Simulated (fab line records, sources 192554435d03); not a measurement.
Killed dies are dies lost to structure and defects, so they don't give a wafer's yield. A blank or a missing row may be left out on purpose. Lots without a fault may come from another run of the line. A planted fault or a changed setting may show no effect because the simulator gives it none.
Chamber matching | flow n5_finfet | N5_FIN_SAQP_PECVD_06 on pecvd-04: 3 sister chambers
The step deposits a-Si from SiH4/He, target thk 60 nm, time 48.1 s. 3 wafers are shown with their chamber, then 9 later ones without.

WAFERS WITH THEIR CHAMBER
wafer  | chamber | heater_power_w (W)
L088.1 | 1       | 634
L088.5 | 2       | 875
L088.6 | 0       | 828

WAFERS WITHOUT THEIR CHAMBER
wafer  | heater_power_w (W)
L092.2 | 761
L092.3 | 665
L092.6 | 664
L093.2 | 904
L093.5 | 781
L093.6 | 661
L096.3 | 672
L096.4 | 824
L096.5 | 666

WHICH CHAMBER EACH WENT THROUGH
wafer  | from the rows above          | in truth
L092.2 | can't be placed: 0 or 2 or 1 | 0
L092.3 | 1                            | 1
L092.6 | 1                            | 1
L093.2 | can't be placed: 2 or 0      | 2
L093.5 | can't be placed: 0 or 2      | 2
L093.6 | 1                            | 1
L096.3 | 1                            | 1
L096.4 | can't be placed: 0 or 2      | 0
L096.5 | 1                            | 1
Placed correctly: 5 of 9. Can't be placed from these rows: 4 (the true chamber is among the candidates in 4). Placed wrongly: 0.
How it was worked out, from the rows above alone: a wafer's distance from a chamber is the root of the sum, over the readings, of the square of ((its reading less the chamber's mean) divided by the reading's scatter). The wafer belongs to the nearest chamber; if the next one is less than 2 further off, it can't be placed. A chamber's mean is the mean of its shown wafers. The scatter: with one shown wafer a chamber, the root of the mean of the squares of how far each hidden wafer lies from its nearest shown one.
